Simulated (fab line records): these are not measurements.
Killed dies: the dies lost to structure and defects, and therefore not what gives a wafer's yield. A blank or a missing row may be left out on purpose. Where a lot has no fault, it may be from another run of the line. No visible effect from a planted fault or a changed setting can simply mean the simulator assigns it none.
Which of the tools did it?    flow nand_harc    39 wafers from 13 lots sampled at 5 of the route's 1159 steps

== WHAT THE GAUGES READ, wafer by wafer ==
NHARC_END_SORT_01.
lot   measured      on         killed_at_array  killed_at_other  killed_at_periphery  killed_dies  killed_open  killed_short
L452  day 19 21:22  prober-01  14 13 14         0 0 0            1 3 2                15 16 16     3 1 2        0 2 0
L462  day 21 21:18  prober-02  30 676 37        0 0 0            5 1 2                35 677 39    5 4 6        2 3 5

== TOOL THAT RAN EACH LOT (tool first, then ch and the chambers of the sampled wafers, then the start) ==
lot   NHARC_A_WL_FILL_CVD_03         NHARC_THIN_TSV_PRE_CLEAN_50              NHARC_THIN_TSV_PVD_51                    NHARC_THIN_TSV_ETCH_36
L452  cvd_w-01 ch 0,1, day 14 22:00  pvd_sputter-02, day 19 05:51 or earlier  pvd_sputter-02, day 19 05:51 or earlier  rie_metal-03 ch 0,1, day 19 05:51
L455  cvd_w-01 ch 0,1, day 15 13:29  pvd_sputter-01, day 19 19:51 or earlier  pvd_sputter-01, day 19 19:51 or earlier  rie_metal-02 ch 0,1, day 19 19:51
L454  cvd_w-02 ch 0,1, day 15 13:34  pvd_sputter-02, day 19 21:09 or earlier  pvd_sputter-02, day 19 21:09 or earlier  rie_metal-01 ch 0,1, day 19 21:09
L456  cvd_w-01 ch 1, day 15 22:31    pvd_sputter-03, day 19 22:32 or earlier  pvd_sputter-03, day 19 22:32 or earlier  rie_metal-02 ch 0,1, day 19 22:32
L458  cvd_w-01 ch 0,1, day 16 06:43  pvd_sputter-02, day 20 04:44 or earlier  pvd_sputter-02, day 20 04:44 or earlier  rie_metal-02 ch 0,1, day 20 04:44
L461  cvd_w-01 ch 0,1, day 16 18:14  pvd_sputter-01, day 20 15:39 or earlier  pvd_sputter-01, day 20 15:39 or earlier  rie_metal-01 ch 0,1, day 20 15:39
L460  cvd_w-02 ch 0,1, day 16 18:52  pvd_sputter-01, day 20 16:40 or earlier  pvd_sputter-01, day 20 16:40 or earlier  rie_metal-03 ch 0,1, day 20 16:40
L463  cvd_w-02 ch 0,1, day 17 07:04  pvd_sputter-02, day 21 02:38 or earlier  pvd_sputter-02, day 21 02:38 or earlier  rie_metal-01 ch 0,1, day 21 02:38
L462  cvd_w-01 ch 0,1, day 17 10:38  pvd_sputter-03, day 21 11:31 or earlier  pvd_sputter-03, day 21 11:31 or earlier  rie_metal-02 ch 1, day 21 11:31
L474  cvd_w-02 ch 0,1, day 20 13:18  pvd_sputter-03, day 24 10:34 or earlier  pvd_sputter-03, day 24 10:34 or earlier  rie_metal-02 ch 0,1, day 24 10:34
L472  cvd_w-01 ch 0,1, day 20 14:28  pvd_sputter-01, day 24 11:39 or earlier  pvd_sputter-01, day 24 11:39 or earlier  rie_metal-03 ch 0,1, day 24 11:39
L473  cvd_w-02 ch 0,1, day 20 15:38  pvd_sputter-01, day 24 17:32 or earlier  pvd_sputter-01, day 24 17:32 or earlier  rie_metal-01 ch 0,1, day 24 17:32
L475  cvd_w-02 ch 0,1, day 21 08:23  pvd_sputter-01, day 24 21:12 or earlier  pvd_sputter-01, day 24 21:12 or earlier  rie_metal-03 ch 0,1, day 24 21:12
- NHARC_A_WL_FILL_CVD_03: deposits W, target thk 40 nm, time 3302 s.
- NHARC_THIN_TSV_PRE_CLEAN_50: time 30 s.
- NHARC_THIN_TSV_PVD_51: deposits Cu, target thk 100 nm.
- NHARC_THIN_TSV_ETCH_36: etches the open film in Cl2/BCl3, target depth 65 nm, time 18.571 s.

== AS READ BY THE TOOLS THEMSELVES (means over the sampled wafers that have a number; for cases with no such wafer, the mark the record gives instead) ==
NHARC_A_WL_FILL_CVD_03.
lot   tool      heater_power_outer_w (W)  heater_power_w (W)  mfc_h2_sccm (sccm)  throttle_valve_pct (%)
L452  cvd_w-01  266                       487                 1594                8.21
L455  cvd_w-01  287                       523                 1601                8.10
L454  cvd_w-02  284                       517                 1606                8.46
L456  cvd_w-01  303                       567                 1604                8.03
L458  cvd_w-01  291                       530                 1601                8.11
L461  cvd_w-01  286                       521                 1596                7.86
L460  cvd_w-02  282                       520                 1603                8.47
L463  cvd_w-02  276                       499                 1602                8.70
L462  cvd_w-01  284                       522                 1595                8.14
L474  cvd_w-02  280                       490                 1598                8.46
L472  cvd_w-01  287                       530                 1598                8.05
L473  cvd_w-02  277                       501                 1600                8.45
L475  cvd_w-02  284                       515                 1599                8.30

NHARC_THIN_TSV_PRE_CLEAN_50.
lot   tool            heater_power_w (W)
L452  pvd_sputter-02  401
L455  pvd_sputter-01  416
L454  pvd_sputter-02  388
L456  pvd_sputter-03  396
L458  pvd_sputter-02  391
L461  pvd_sputter-01  385
L460  pvd_sputter-01  394
L463  pvd_sputter-02  391
L462  pvd_sputter-03  367
L474  pvd_sputter-03  401
L472  pvd_sputter-01  397
L473  pvd_sputter-01  415
L475  pvd_sputter-01  402

NHARC_THIN_TSV_PVD_51.
lot   tool            throttle_valve_pct (%)
L452  pvd_sputter-02  29.2
L455  pvd_sputter-01  28.8
L454  pvd_sputter-02  28.7
L456  pvd_sputter-03  29.2
L458  pvd_sputter-02  29.2
L461  pvd_sputter-01  29.1
L460  pvd_sputter-01  29.2
L463  pvd_sputter-02  29.3
L462  pvd_sputter-03  31.0
L474  pvd_sputter-03  28.7
L472  pvd_sputter-01  30.0
L473  pvd_sputter-01  29.5
L475  pvd_sputter-01  28.7

NHARC_THIN_TSV_ETCH_36.
lot   tool          drypump_motor_current_A (A)  oes_product_au (a.u.)
L452  rie_metal-03  5.6                          0.999
L455  rie_metal-02  5.8                          1.000
L454  rie_metal-01  5.5                          1.018
L456  rie_metal-02  5.8                          0.995
L458  rie_metal-02  5.9                          0.979
L461  rie_metal-01  5.5                          1.007
L460  rie_metal-03  5.9                          1.006
L463  rie_metal-01  5.5                          0.999
L462  rie_metal-02  6.1                          0.984
L474  rie_metal-02  5.9                          1.002
L472  rie_metal-03  5.6                          1.013
L473  rie_metal-01  5.5                          0.991
L475  rie_metal-03  5.9                          1.016

== THE ANSWER, worked out from the rows above alone ==
Rule: usual is defined by the lots themselves. Put in order of their means at a reading, lots are off if they are a third of the lots or fewer, leave a main group of 4 or more, and stand apart from it by a gap of 3 or more times the standard deviation of the main group's means; of several such gaps the widest counts. Not used: any main group whose means are identical at the precision the tables above print for the reading. Also off: a lot with no number at a reading for which 4 or more lots have one. Any other lot the step has rows for is counted as sound. Order of review: gauges by route order, followed by the tools' own readings, for which a lot's mean as printed above is used. The first step at which some lot is off is used, and at that step the reading that is off furthest; a lot without a number counts as furthest.
No lot is off on any of the readings shown, so nothing can be concluded from this.

== WHAT THE SIMULATOR PUT IN ==
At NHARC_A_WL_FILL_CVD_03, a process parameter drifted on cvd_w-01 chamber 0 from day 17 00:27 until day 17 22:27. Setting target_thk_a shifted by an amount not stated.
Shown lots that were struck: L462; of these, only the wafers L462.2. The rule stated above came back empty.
